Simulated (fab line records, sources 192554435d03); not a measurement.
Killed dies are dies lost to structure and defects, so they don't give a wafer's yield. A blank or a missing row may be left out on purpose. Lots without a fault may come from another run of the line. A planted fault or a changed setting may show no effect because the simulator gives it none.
fab line records | flow n5_finfet
record lots=10 wafers=30 last_day=17
route steps=1938 shown BEOL_M10@1527 BEOL_M11@1591 BEOL_M12@1604
lots that met no fault: from a run of the same line without faults
start_h: hours from the record's first day to the start of the lot's first wafer shown | wait_h: hours since the lot's step before | " the same as in the row above | L1.1+2: a row that stands for several wafers | - no value, or no start given | * or withheld: withheld | < > ~ a bound
route shown NAME@n: a module of which the file shows steps, and the number in the route of the first | usual: mean/standard deviation of fault-free wafers | same: alike in all rows | chamber/n: place in a boat | sites: the reading at each site | _std_site: their standard deviation | _edge_site: outer sites' mean less inner sites' | radius_mm: how far each site lies from the wafer's centre | mask NAME#n: copy n | behind: the tool/chamber that last shaped the wafer | hold: why the lot was held/for how many hours/how that ended | device: the transistor (n, p or np) that didn't switch | end of line: the same wafers' tests at the end of the route | a step without rows: its recipe alone | killed: dies lost to structure and defects at the first sort, not the wafer's yield | map: a wafer's dies, x killed, . not, _ none there
set.NAME: the setting as run; set.NAME@STEP: as run at that earlier step | model.NAME: the simulator's own value behind a step, which no gauge read
steps of the route over a sample of lots; a table a step, a row a wafer
services: from which hour (start_h, from the record's first day; less than 0 if before it) a tool's chamber was out of use, for how many hours, and why
## steps
# step N5_BEOL_M10_SPUTTER_48
# recipe material=Cu target_thk_a=120 temp_c=-20 bias_v=60 power_w=26000 chamber_pressure_pa=0.13 time_s=2
# usual cathode_dc_power_W=26000/4.6 chamber_pressure_pa=0.12997/0.00026 chuck_sensor_temp_C=-16.0/0.44 throttle_valve_pct=29.9/0.94
# columns lot.wafer tool chamber start_h wait_h cathode_dc_power_W chamber_pressure_pa chuck_sensor_temp_C throttle_valve_pct
L324.4 pvd_sputter-02 - 204.18 0.1 26000 0.12998 -16.1 29.2
L324.5 " - " " 26000 0.12991 -16.1 28.7
L324.6 " - " " 25998 0.12993 -15.2 30.3
L325.1 pvd_sputter-01 - 221.88 0.1 26006 0.12997 -16.5 30.5
L325.3 " - " " 25998 0.1302 -15.8 31.6
L325.6 " - " " 25991 0.1304 -16.1 29.9
L327.1 pvd_sputter-01 - 234.44 1.5 26005 0.12975 -16.4 30.8
L327.2 " - " " 26002 0.13012 -15.9 30.2
L327.5 " - " " 25993 0.13 -15.9 29.8
L326.1 pvd_sputter-03 - 234.95 0.1 25999 0.12975 -16.9 30.2
L326.3 " - " " 26007 0.1302 -15.7 29.7
L326.5 " - " " 25997 0.13002 -16.8 30.2
L335.2 pvd_sputter-02 - 282.99 0.2 26001 0.12999 -16.2 29.5
L335.4 " - " " 25998 0.13058 -16.5 29.2
L335.5 " - " " 26011 0.13016 -16.6 29.0
L339.1 pvd_sputter-02 - 311.82 1.9 25998 0.12966 -15.9 29.4
L339.3 " - " " 26008 0.12992 -15.2 29.9
L339.6 " - " " 26000 0.12998 -16.7 29.5
L345.1 pvd_sputter-03 - 348.15 0.1 26005 0.12975 -16.7 30.1
L345.4 " - " " 26000 0.12975 -15.6 31.8
L345.5 " - " " 26006 0.13014 -16.6 30.0
L347.2 pvd_sputter-03 - 349.93 0.1 25994 0.12998 -16.8 29.9
L347.3 " - " " 25999 0.13007 -15.7 29.1
L347.6 " - " " 26000 0.12988 -15.6 31.6
L343.3 pvd_sputter-01 - 352.05 0.1 26007 0.12964 -16.0 30.2
L343.4 " - " " 25997 0.1298 -16.2 30.0
L343.6 " - " " 25992 0.13009 -15.7 32.1
L346.3 pvd_sputter-02 - 366.01 0.2 26001 0.13005 -16.6 29.1
L346.4 " - " " 26003 0.13001 -16.1 29.6
L346.6 " - " " 25998 0.13006 -16.6 29.0
# step N5_BEOL_M11_SURFACE_TREAT_76
# recipe gas=Ar time_s=* ion_energy_ev=* ion_current_ma_cm2=0.5 pressure_mtorr=* ar_flow_sccm=30
# usual throttle_valve_pct=*
# columns lot.wafer tool chamber start_h wait_h throttle_valve_pct
L324.4 pvd_sputter-03 - 211.21 0.5 *
L324.5 " - " " *
L324.6 " - " " *
L325.1 pvd_sputter-01 - 229.28 0.4 *
L325.3 " - " " *
L325.6 " - " " *
L327.1 pvd_sputter-01 - 240.74 0.2 *
L327.2 " - " " *
L327.5 " - " " *
L326.1 pvd_sputter-02 - 242.25 0.3 *
L326.3 " - " " *
L326.5 " - " " *
L335.2 pvd_sputter-01 - 292.93 0.2 *
L335.4 " - " " *
L335.5 " - " " *
L339.1 pvd_sputter-01 - 318.04 0.2 *
L339.3 " - " " *
L339.6 " - " " *
L345.1 pvd_sputter-02 - 356.63 0.2 *
L345.4 " - " " *
L345.5 " - " " *
L347.2 pvd_sputter-01 - 357.01 0.2 *
L347.3 " - " " *
L347.6 " - " " *
L343.3 pvd_sputter-03 - 361.68 0.4 *
L343.4 " - " " *
L343.6 " - " " *
L346.3 pvd_sputter-02 - 374.20 0.3 *
L346.4 " - " " *
L346.6 " - " " *
# step N5_BEOL_M11_SPUTTER_48
# recipe material=Cu target_thk_a=120 temp_c=-20 bias_v=60 power_w=26000 chamber_pressure_pa=0.13 time_s=2
# usual cathode_dc_power_W=26000/4.7 chamber_pressure_pa=0.13/0.0003 chuck_sensor_temp_C=-16.0/0.44 throttle_valve_pct=30.0/0.96
# columns lot.wafer tool chamber start_h wait_h cathode_dc_power_W chamber_pressure_pa chuck_sensor_temp_C throttle_valve_pct
L324.4 pvd_sputter-02 - 211.63 0.1 26007 0.13043 -16.4 29.1
L324.5 " - " " 25998 0.12997 -15.1 30.1
L324.6 " - " " 25998 0.13054 -15.9 28.9
L325.1 pvd_sputter-01 - 229.54 0.1 26001 0.1302 -16.0 30.0
L325.3 " - " " 25998 0.12983 -16.4 30.7
L325.6 " - " " 25988 0.12964 -15.8 31.8
L327.1 pvd_sputter-03 - 241.25 0.3 26001 0.1301 -15.7 29.6
L327.2 " - " " 26006 0.13008 -15.8 31.7
L327.5 " - " " 26000 0.13029 -16.0 29.9
L326.1 pvd_sputter-02 - 242.45 0.1 26007 0.12997 -16.0 28.9
L326.3 " - " " 26002 0.12967 -16.6 29.2
L326.5 " - " " 26006 0.13005 -16.6 28.9
L335.2 pvd_sputter-02 - 293.19 0.1 25998 0.13003 -16.5 29.1
L335.4 " - " " 26002 0.13012 -15.3 29.8
L335.5 " - " " 25998 0.12978 -15.4 29.8
L339.1 pvd_sputter-01 - 318.36 0.1 26006 0.13018 -15.8 30.0
L339.3 " - " " 26000 0.1303 -16.2 30.5
L339.6 " - " " 25998 0.13052 -16.2 29.9
L345.1 pvd_sputter-02 - 356.91 0.1 26001 0.13034 -16.0 29.0
L345.4 " - " " 26004 0.1302 -16.3 29.2
L345.5 " - " " 26000 0.12988 -15.9 28.8
L347.2 pvd_sputter-01 - 357.23 0.1 26000 0.12994 -15.9 29.8
L347.3 " - " " 26002 0.12997 -16.4 29.7
L347.6 " - " " 26004 0.1299 -16.3 30.0
L343.3 pvd_sputter-02 - 362.24 0.1 25999 0.12981 -16.6 29.2
L343.4 " - " " 25999 0.13007 -15.4 30.2
L343.6 " - " " 26006 0.12986 -16.0 28.7
L346.3 pvd_sputter-01 - 376.02 1.4 26001 0.12979 -16.4 30.8
L346.4 " - " " 25992 0.13022 -15.8 30.0
L346.6 " - " " 25991 0.1299 -16.6 29.9
# step N5_BEOL_M12_COAT_58
# recipe resist=BARC temp_c=205 time_s=60 spin_rpm=1500 resist_thk_nm=89
# usual heater_power_total_W=391.8/1.4 spin_speed_rpm=1499.9/0.96
# columns lot.wafer tool chamber start_h wait_h heater_power_total_W spin_speed_rpm
L324.4 litho_track-04 0 213.37 0.0 391.7 1499.9
L324.5 " 0 " " 390.2 1499.5
L324.6 " 0 " " 391.2 1498.3
L325.1 litho_track-01 0 230.78 0.0 391.8 1501.4
L325.3 " 0 " " 393.3 1500.5
L325.6 " 0 " " 393.6 1499.9
L327.1 litho_track-01 0 242.81 0.0 389.8 1497.7
L327.2 " 0 " " 389.6 1497.3
L327.5 " 0 " " 393.9 1498.4
L326.1 litho_track-04 0 243.62 0.0 389.7 1498.7
L326.3 " 0 " " 390.7 1498.4
L326.5 " 0 " " 393.3 1498.7
L335.2 litho_track-04 0 294.54 0.0 389.4 1559.9
L335.4 " 0 " " 390.0 1559.4
L335.5 " 0 " " 390.4 1559.3
L339.1 litho_track-04 0 319.53 0.0 392.1 1559.9
L339.3 " 0 " " 392.7 1560.3
L339.6 " 0 " " 394.0 1560.0
L345.1 litho_track-05 0 358.14 0.0 391.0 1499.7
L345.4 " 0 " " 389.7 1501.3
L345.5 " 0 " " 390.2 1500.1
L347.2 litho_track-01 0 358.50 0.0 393.6 1499.9
L347.3 " 0 " " 390.5 1498.6
L347.6 " 0 " " 393.5 1501.5
L343.3 litho_track-01 0 364.12 0.0 393.3 1501.0
L343.4 " 0 " " 393.4 1500.7
L343.6 " 0 " " 392.2 1499.8
L346.3 litho_track-04 0 377.44 0.0 393.0 1499.2
L346.4 " 0 " " 391.8 1500.0
L346.6 " 0 " " 392.8 1500.9
# step N5_BEOL_M12_STRIP_64
# recipe chemistry=N2/H2 power_w=1000 temp_c=250 h2_frac=0.65 overash_fraction=0.3 pressure_mtorr=withheld n2_flow_sccm=1750 h2_flow_sccm=3250
# usual drypump_motor_current_A=5.63/0.23 heater_power_w=348/28 oes_product_au=0.715/0.0048 strip_time_to_endpoint_s=31.35/0.088
# columns lot.wafer tool chamber start_h wait_h drypump_motor_current_A heater_power_w oes_product_au rf_hours_counter_h strip_time_to_endpoint_s
L324.4 plasma_asher-02 0 214.42 0.0 5.22 384 0.727 - 31.32
L324.5 " 0 " " 5.24 384 0.721 - 31.30
L324.6 " 1 " " 5.66 305 0.714 - 31.25
L325.1 plasma_asher-02 0 231.77 0.0 5.24 386 0.701 62 31.34
L325.3 " 1 " " 5.67 306 0.707 - 31.28
L325.6 " 1 " " 5.71 307 0.714 - 31.33
L327.1 plasma_asher-01 1 243.64 0.0 5.73 334 0.719 125 31.30
L327.2 " 0 " " 5.84 364 0.718 125 31.32
L327.5 " 0 " " 5.83 349 0.722 - 31.30
L326.1 plasma_asher-02 0 244.33 0.0 5.24 395 0.718 64 31.19
L326.3 " 1 " " 5.64 311 0.719 - 31.24
L326.5 " 0 " " 5.24 381 0.713 - 31.13
L335.2 plasma_asher-01 0 295.24 0.0 5.84 358 0.716 135 30.86
L335.4 " 1 " " 5.75 342 0.715 - 30.88
L335.5 " 1 " " 5.74 349 0.715 - 30.81
L339.1 plasma_asher-01 1 320.24 0.0 5.73 346 0.707 142 30.82
L339.3 " 1 " " 5.71 338 0.710 - 30.65
L339.6 " 1 " " 5.71 342 0.717 - 30.85
L345.1 plasma_asher-01 0 359.00 0.0 5.82 357 0.710 150 31.32
L345.4 " 0 " " 5.83 359 0.716 - 31.30
L345.5 " 0 " " 5.84 355 0.711 - 31.25
L347.2 plasma_asher-02 0 359.33 0.0 5.24 399 0.712 86 31.36
L347.3 " 1 " " 5.73 304 0.714 - 31.41
L347.6 " 1 " " 5.69 299 0.714 - 31.43
L343.3 plasma_asher-01 0 364.97 0.0 5.82 358 0.720 - 31.42
L343.4 " 1 " " 5.72 345 0.718 - 31.47
L343.6 " 0 " " 5.83 360 0.716 - 31.42
L346.3 plasma_asher-02 0 378.36 0.0 5.23 389 0.713 - 31.32
L346.4 " 1 " " 5.66 310 0.724 - 31.42
L346.6 " 0 " " 5.24 387 0.713 - 31.31
## services
# columns tool chamber start_h hours kind
plasma_asher-01 - 185.40 0.7 repair
litho_track-01 - 271.01 - consumable_replace:filter
plasma_asher-02 - 298.53 11.6 pm
pvd_sputter-02 - 317.00 6.5 repair
plasma_asher-02 - 320.96 0.4 repair
plasma_asher-01 - 368.04 14.6 pm
## key
first_sign step=N5_BEOL_M12_COAT_58 reading=spin_speed_rpm direction=up sigmas=62 usual=* struck=*
effect step=N5_BEOL_M12_STRIP_64 reading=strip_time_to_endpoint_s direction=down sigmas=6.1 usual=* struck=*
met_at N5_BEOL_M12_COAT_58
struck_lots L335,L339
not_acting_at N5_BEOL_M10_SPUTTER_48,N5_BEOL_M11_SURFACE_TREAT_76,N5_BEOL_M11_SPUTTER_48
onset_between 243.62 294.54
fault kind=process_parameter_drift tool=litho_track-04 chamber=- onset_h=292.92 steps=N5_BEOL_M12_COAT_58 channel=spin_rpm offset=* shape=step end_h=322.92 acts_in=* stated=*
